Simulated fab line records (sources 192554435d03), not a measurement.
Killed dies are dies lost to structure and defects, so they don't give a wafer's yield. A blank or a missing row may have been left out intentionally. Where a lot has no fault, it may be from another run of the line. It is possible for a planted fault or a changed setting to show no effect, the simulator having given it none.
Split-lot trial / flow n5Finfet / on a route of 1938 steps: 7 lots, 21 wafers read

== THE SPLIT ==
At N5_BEOL_M3_ETCH_64 (etches SOC in N2/H2, target depth 75 nm, overetch 15 nm, time 112.5 s), the setting timeS was moved away from the recipe's 112.5 s on 7 of the 21 wafers read, by -17.9% to +21.0%. All remaining wafers had this setting at the recipe value.

The split's own step is where the reading is taken.

== THE READING ==
SiARC_of_BEOL_M3_COAT_62.thkNm (the simulator's own value, which no gauge read), in nm, at N5_BEOL_M3_ETCH_64 (etches SOC in N2/H2, target depth 75 nm, overetch 15 nm, time 112.5 s). The file does not state a usual value for it. Average 6.8 nm, standard deviation 0.27 nm, over the 14 wafers here run with the recipe.

wafer=L077.1; tool, chamber at the split=rieDiel-02, 3; timeS as run, s=112.5; against the recipe=recipe; SiARC_of_BEOL_M3_COAT_62.thkNm, nm=6.8; against lot-mates on the recipe=-
wafer=L077.6; tool, chamber at the split=rieDiel-02, 3; timeS as run, s=112.5; against the recipe=recipe; SiARC_of_BEOL_M3_COAT_62.thkNm, nm=6.8; against lot-mates on the recipe=-
wafer=L077.2; tool, chamber at the split=rieDiel-02, 0; timeS as run, s=112.5; against the recipe=recipe; SiARC_of_BEOL_M3_COAT_62.thkNm, nm=7; against lot-mates on the recipe=-
wafer=L078.1; tool, chamber at the split=rieDiel-02, 3; timeS as run, s=112.5; against the recipe=recipe; SiARC_of_BEOL_M3_COAT_62.thkNm, nm=6.8; against lot-mates on the recipe=-
wafer=L078.2; tool, chamber at the split=rieDiel-02, 0; timeS as run, s=136.1; against the recipe=+21.0%; SiARC_of_BEOL_M3_COAT_62.thkNm, nm=6; against lot-mates on the recipe=-0.8
wafer=L078.5; tool, chamber at the split=rieDiel-02, 0; timeS as run, s=136.1; against the recipe=+21.0%; SiARC_of_BEOL_M3_COAT_62.thkNm, nm=6; against lot-mates on the recipe=-0.8
wafer=L085.1; tool, chamber at the split=rieDiel-06, 2; timeS as run, s=92.33; against the recipe=-17.9%; SiARC_of_BEOL_M3_COAT_62.thkNm, nm=7.8; against lot-mates on the recipe=+0.9
wafer=L085.3; tool, chamber at the split=rieDiel-06, 0; timeS as run, s=112.5; against the recipe=recipe; SiARC_of_BEOL_M3_COAT_62.thkNm, nm=7; against lot-mates on the recipe=-
wafer=L085.6; tool, chamber at the split=rieDiel-06, 0; timeS as run, s=112.5; against the recipe=recipe; SiARC_of_BEOL_M3_COAT_62.thkNm, nm=6.8; against lot-mates on the recipe=-
wafer=L086.1; tool, chamber at the split=rieDiel-02, 2; timeS as run, s=122.9; against the recipe=+9.2%; SiARC_of_BEOL_M3_COAT_62.thkNm, nm=6.2; against lot-mates on the recipe=-0.4
wafer=L086.4; tool, chamber at the split=rieDiel-02, 2; timeS as run, s=122.9; against the recipe=+9.2%; SiARC_of_BEOL_M3_COAT_62.thkNm, nm=6.2; against lot-mates on the recipe=-0.4
wafer=L086.5; tool, chamber at the split=rieDiel-02, 1; timeS as run, s=112.5; against the recipe=recipe; SiARC_of_BEOL_M3_COAT_62.thkNm, nm=6.6; against lot-mates on the recipe=-
wafer=L087.3; tool, chamber at the split=rieDiel-06, 1; timeS as run, s=112.5; against the recipe=recipe; SiARC_of_BEOL_M3_COAT_62.thkNm, nm=7; against lot-mates on the recipe=-
wafer=L087.5; tool, chamber at the split=rieDiel-06, 2; timeS as run, s=112.5; against the recipe=recipe; SiARC_of_BEOL_M3_COAT_62.thkNm, nm=7.2; against lot-mates on the recipe=-
wafer=L087.6; tool, chamber at the split=rieDiel-06, 3; timeS as run, s=112.5; against the recipe=recipe; SiARC_of_BEOL_M3_COAT_62.thkNm, nm=6.8; against lot-mates on the recipe=-
wafer=L092.3; tool, chamber at the split=rieDiel-03, 0; timeS as run, s=121.7; against the recipe=+8.2%; SiARC_of_BEOL_M3_COAT_62.thkNm, nm=5.6; against lot-mates on the recipe=-0.4
wafer=L092.4; tool, chamber at the split=rieDiel-03, 0; timeS as run, s=112.5; against the recipe=recipe; SiARC_of_BEOL_M3_COAT_62.thkNm, nm=6; against lot-mates on the recipe=-
wafer=L092.5; tool, chamber at the split=rieDiel-03, 2; timeS as run, s=121.7; against the recipe=+8.2%; SiARC_of_BEOL_M3_COAT_62.thkNm, nm=6.2; against lot-mates on the recipe=+0.2
wafer=L095.3; tool, chamber at the split=rieDiel-06, 3; timeS as run, s=112.5; against the recipe=recipe; SiARC_of_BEOL_M3_COAT_62.thkNm, nm=6.8; against lot-mates on the recipe=-
wafer=L095.5; tool, chamber at the split=rieDiel-06, 3; timeS as run, s=112.5; against the recipe=recipe; SiARC_of_BEOL_M3_COAT_62.thkNm, nm=6.8; against lot-mates on the recipe=-
wafer=L095.4; tool, chamber at the split=rieDiel-06, 1; timeS as run, s=112.5; against the recipe=recipe; SiARC_of_BEOL_M3_COAT_62.thkNm, nm=6.6; against lot-mates on the recipe=-

FIT RESULTS
A straight line over all 21 wafers: SiARC_of_BEOL_M3_COAT_62.thkNm changes by -0.0497 nm for each +1% of timeS; r = -0.80; the points scatter about the line by 0.31 nm.
The same after taking each lot's own level away (the mean of its wafers on the recipe; 21 wafers): -0.0402 nm for each +1%; r = -0.91; scatter 0.15 nm.
Per that fit: largest timeS move, reading shift of 0.84 nm.
The span of the lots' own levels, 6.00 to 7.00 nm, comes to 3.7 times the standard deviation stated above.
So the lot-to-lot level changes the slope: the two fits differ.
Check: with one of the wafers moved furthest among these (+21.0%) left out of the fit, the line predicts -0.817 nm for it against its lot-mates. It came out at -0.8 nm against them.

== THESE WAFERS: OTHER SPLITS ==
These wafers also went through other splits before the reading. Each is held against what the fit with the lots' levels taken away leaves over:
other split on the same wafers=N5_BEOL_M2_COAT_62 spinRpm; wafers away from the commonest value=8; r with SiARC_of_BEOL_M3_COAT_62.thkNm (lot level and that fit taken away)=-0.24

== THE FILE'S OWN FIT ==
SiARC_of_BEOL_M3_COAT_62.thkNm changes by -0.041 nm for each +1% of timeS, r = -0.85.
